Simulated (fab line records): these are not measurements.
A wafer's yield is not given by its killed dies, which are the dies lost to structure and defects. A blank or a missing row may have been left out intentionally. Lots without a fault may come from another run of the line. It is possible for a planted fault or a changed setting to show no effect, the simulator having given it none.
Matching of chambers :: flow nandHarc :: NHARC_P_CONTACT_DESCUM_17 on rieDiel-01 has 4 sister chambers
The step chemistry O2, time 3 s. 4 wafers are shown with their chamber, then 7 later ones without.

== WAFERS WITH THEIR CHAMBER ==
wafer: L080.4
chamber: 0
oesProductAu (a.u.): 1.013

wafer: L091.5
chamber: 1
oesProductAu (a.u.): 0.990

wafer: L094.1
chamber: 2
oesProductAu (a.u.): 1.001

wafer: L094.2
chamber: 3
oesProductAu (a.u.): 0.990

== WAFERS WITH NO CHAMBER GIVEN ==
wafer: L094.3
oesProductAu (a.u.): 1.011

wafer: L095.1
oesProductAu (a.u.): 0.989

wafer: L095.3
oesProductAu (a.u.): 1.000

wafer: L095.4
oesProductAu (a.u.): 1.008

wafer: L097.1
oesProductAu (a.u.): 1.003

wafer: L097.3
oesProductAu (a.u.): 0.992

wafer: L097.4
oesProductAu (a.u.): 0.998

== WHICH CHAMBER EACH ONE RAN IN ==
wafer: L094.3
from the rows above: 0
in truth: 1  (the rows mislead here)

wafer: L095.1
from the rows above: can't be placed: 1 or 3
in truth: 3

wafer: L095.3
from the rows above: 2
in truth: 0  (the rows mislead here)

wafer: L095.4
from the rows above: can't be placed: 0 or 2
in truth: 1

wafer: L097.1
from the rows above: 2
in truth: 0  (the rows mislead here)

wafer: L097.3
from the rows above: can't be placed: 1 or 3
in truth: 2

wafer: L097.4
from the rows above: can't be placed: 2 or 1 or 3
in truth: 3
Correct placement for 0 of the 7. Not placeable from these rows: 4 (in 2, the candidates include the true chamber). Placed wrongly: 3.
How it was worked out, from the rows above alone: a wafer's distance from a chamber is the root of the sum, over the readings, of the square of ((its reading less the chamber's mean) divided by the reading's scatter). If the next closest chamber is less than 2 further off than the closest, the wafer can't be placed; otherwise it belongs to the closest. A chamber's mean is the mean of its shown wafers. The scatter: root of mean squared gap, hidden wafer to nearest shown wafer, with one shown wafer a chamber.
